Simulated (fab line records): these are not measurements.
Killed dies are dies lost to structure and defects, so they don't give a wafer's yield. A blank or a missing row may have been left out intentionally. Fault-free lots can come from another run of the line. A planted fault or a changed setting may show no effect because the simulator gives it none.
Lot-split experiment || flow n5_finfet || 21 wafers read across 7 lots, on a route 1938 steps long

THE SPLIT
At N5_MOL_CONTACT_COAG_ALD_123 (deposits SiNx, target thk 5 nm, pulse time 1 s, purge time 2 s), the setting ald_cycles was moved away from the recipe's 100 on 5 of the 21 wafers read, by -16.0% to +8.0%. All remaining wafers had this setting at the recipe value.

The reading comes from the split's own step.

THE READING
SiNx_of_MOL_CONTACT_COAG_ALD_123.thk_nm (the simulator's own value, which no gauge read), in nm, at N5_MOL_CONTACT_COAG_ALD_123 (deposits SiNx, target thk 5 nm, pulse time 1 s, purge time 2 s). The file gives no usual value for it.

{"wafer": "L078.1", "tool, chamber at the split": "ald_sin-02, 0,1,3", "ald_cycles as run": 100, "against the recipe": "recipe", "SiNx_of_MOL_CONTACT_COAG_ALD_123.thk_nm, nm": 5, "against lot-mates on the recipe": "-"}
{"wafer": "L078.4", "tool, chamber at the split": "ald_sin-02, 0,1,3", "ald_cycles as run": 100, "against the recipe": "recipe", "SiNx_of_MOL_CONTACT_COAG_ALD_123.thk_nm, nm": 5, "against lot-mates on the recipe": "-"}
{"wafer": "L078.5", "tool, chamber at the split": "ald_sin-02, 0,1,3", "ald_cycles as run": 100, "against the recipe": "recipe", "SiNx_of_MOL_CONTACT_COAG_ALD_123.thk_nm, nm": 5, "against lot-mates on the recipe": "-"}
{"wafer": "L081.2", "tool, chamber at the split": "ald_sin-01, 3,1,1", "ald_cycles as run": 100, "against the recipe": "recipe", "SiNx_of_MOL_CONTACT_COAG_ALD_123.thk_nm, nm": 5, "against lot-mates on the recipe": "-"}
{"wafer": "L081.3", "tool, chamber at the split": "ald_sin-01, 3,1,1", "ald_cycles as run": 100, "against the recipe": "recipe", "SiNx_of_MOL_CONTACT_COAG_ALD_123.thk_nm, nm": 5, "against lot-mates on the recipe": "-"}
{"wafer": "L081.5", "tool, chamber at the split": "ald_sin-01, 3,1,1", "ald_cycles as run": 100, "against the recipe": "recipe", "SiNx_of_MOL_CONTACT_COAG_ALD_123.thk_nm, nm": 5, "against lot-mates on the recipe": "-"}
{"wafer": "L080.3", "tool, chamber at the split": "ald_sin-02, 3", "ald_cycles as run": 108, "against the recipe": "+8.0%", "SiNx_of_MOL_CONTACT_COAG_ALD_123.thk_nm, nm": 5.4, "against lot-mates on the recipe": "+0.4"}
{"wafer": "L080.4", "tool, chamber at the split": "ald_sin-02, 0,2", "ald_cycles as run": 100, "against the recipe": "recipe", "SiNx_of_MOL_CONTACT_COAG_ALD_123.thk_nm, nm": 5, "against lot-mates on the recipe": "-"}
{"wafer": "L080.6", "tool, chamber at the split": "ald_sin-02, 0,2", "ald_cycles as run": 100, "against the recipe": "recipe", "SiNx_of_MOL_CONTACT_COAG_ALD_123.thk_nm, nm": 5, "against lot-mates on the recipe": "-"}
{"wafer": "L088.1", "tool, chamber at the split": "ald_sin-01, 3", "ald_cycles as run": 87, "against the recipe": "-13.0%", "SiNx_of_MOL_CONTACT_COAG_ALD_123.thk_nm, nm": 4.4, "against lot-mates on the recipe": -0.6}
{"wafer": "L088.3", "tool, chamber at the split": "ald_sin-01, 0,3", "ald_cycles as run": 100, "against the recipe": "recipe", "SiNx_of_MOL_CONTACT_COAG_ALD_123.thk_nm, nm": 5, "against lot-mates on the recipe": "-"}
{"wafer": "L088.5", "tool, chamber at the split": "ald_sin-01, 0,3", "ald_cycles as run": 100, "against the recipe": "recipe", "SiNx_of_MOL_CONTACT_COAG_ALD_123.thk_nm, nm": 5, "against lot-mates on the recipe": "-"}
{"wafer": "L091.1", "tool, chamber at the split": "ald_sin-02, 3,2,0", "ald_cycles as run": 100, "against the recipe": "recipe", "SiNx_of_MOL_CONTACT_COAG_ALD_123.thk_nm, nm": 5, "against lot-mates on the recipe": "-"}
{"wafer": "L091.2", "tool, chamber at the split": "ald_sin-02, 3,2,0", "ald_cycles as run": 100, "against the recipe": "recipe", "SiNx_of_MOL_CONTACT_COAG_ALD_123.thk_nm, nm": 5, "against lot-mates on the recipe": "-"}
{"wafer": "L091.6", "tool, chamber at the split": "ald_sin-02, 3,2,0", "ald_cycles as run": 100, "against the recipe": "recipe", "SiNx_of_MOL_CONTACT_COAG_ALD_123.thk_nm, nm": 5, "against lot-mates on the recipe": "-"}
{"wafer": "L093.1", "tool, chamber at the split": "ald_sin-03, 3", "ald_cycles as run": 100, "against the recipe": "recipe", "SiNx_of_MOL_CONTACT_COAG_ALD_123.thk_nm, nm": 5, "against lot-mates on the recipe": "-"}
{"wafer": "L093.2", "tool, chamber at the split": "ald_sin-03, 2,0", "ald_cycles as run": 84, "against the recipe": "-16.0%", "SiNx_of_MOL_CONTACT_COAG_ALD_123.thk_nm, nm": 4.2, "against lot-mates on the recipe": -0.8}
{"wafer": "L093.4", "tool, chamber at the split": "ald_sin-03, 2,0", "ald_cycles as run": 84, "against the recipe": "-16.0%", "SiNx_of_MOL_CONTACT_COAG_ALD_123.thk_nm, nm": 4.2, "against lot-mates on the recipe": -0.8}
{"wafer": "L096.2", "tool, chamber at the split": "ald_sin-01, 0", "ald_cycles as run": 100, "against the recipe": "recipe", "SiNx_of_MOL_CONTACT_COAG_ALD_123.thk_nm, nm": 5, "against lot-mates on the recipe": "-"}
{"wafer": "L096.5", "tool, chamber at the split": "ald_sin-01, 0", "ald_cycles as run": 100, "against the recipe": "recipe", "SiNx_of_MOL_CONTACT_COAG_ALD_123.thk_nm, nm": 5, "against lot-mates on the recipe": "-"}
{"wafer": "L096.6", "tool, chamber at the split": "ald_sin-01, 1", "ald_cycles as run": 93, "against the recipe": "-7.0%", "SiNx_of_MOL_CONTACT_COAG_ALD_123.thk_nm, nm": 4.6, "against lot-mates on the recipe": -0.4}
Rows listing several chambers each stand for several wafers; the file does not say which wafer went through which chamber.

THE FIT
A straight line over all 21 wafers: SiNx_of_MOL_CONTACT_COAG_ALD_123.thk_nm changes by +0.0496 nm for each +1% of ald_cycles; r = +1.00; the points scatter about the line by 0.016 nm.
The same after taking each lot's own level away (the mean of its wafers on the recipe; 21 wafers): +0.0496 nm for each +1%; r = +1.00; scatter 0.016 nm.
The reading moves by 0.79 nm for the largest change in ald_cycles, on that fit.
The lots' own levels span 5.00 to 5.00 nm.
The two slopes are in agreement: the lot-to-lot level therefore moves the slope only a little.
Check: for one of the wafers moved furthest among these (-16.0%), held out of the fit, the line's prediction against its lot-mates is -0.791 nm. It came out at -0.8 nm against them.

THESE WAFERS: OTHER SPLITS
Other splits were also applied to these wafers ahead of the reading. Each is held against what the fit with the lots' levels taken away leaves over:
{"other split on the same wafers": "N5_DUMMY_GATE_EXPOSE_12 dose_mj", "wafers away from the commonest value": 5, "r with SiNx_of_MOL_CONTACT_COAG_ALD_123.thk_nm (lot level and that fit taken away)": "+0.35"}
{"other split on the same wafers": "N5_SD_EPI_N_EPI_21 temp_c", "wafers away from the commonest value": 6, "r with SiNx_of_MOL_CONTACT_COAG_ALD_123.thk_nm (lot level and that fit taken away)": -0.33}
{"other split on the same wafers": "N5_SDB_ETCH_18 source_w", "wafers away from the commonest value": 6, "r with SiNx_of_MOL_CONTACT_COAG_ALD_123.thk_nm (lot level and that fit taken away)": -0.01}
{"other split on the same wafers": "N5_SDB_CUT_ETCH_26 icp_w", "wafers away from the commonest value": 7, "r with SiNx_of_MOL_CONTACT_COAG_ALD_123.thk_nm (lot level and that fit taken away)": "+0.13"}
{"other split on the same wafers": "N5_HKMG_FIN_COAT_30 spin_rpm", "wafers away from the commonest value": 3, "r with SiNx_of_MOL_CONTACT_COAG_ALD_123.thk_nm (lot level and that fit taken away)": -0.44}
{"other split on the same wafers": "N5_MOL_CONTACT_COAG_ETCH_105 bias_w", "wafers away from the commonest value": 5, "r with SiNx_of_MOL_CONTACT_COAG_ALD_123.thk_nm (lot level and that fit taken away)": "+0.00"}

THE FILE'S OWN FIT
SiNx_of_MOL_CONTACT_COAG_ALD_123.thk_nm changes by +0.0494 nm for each +1% of ald_cycles, r = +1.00.
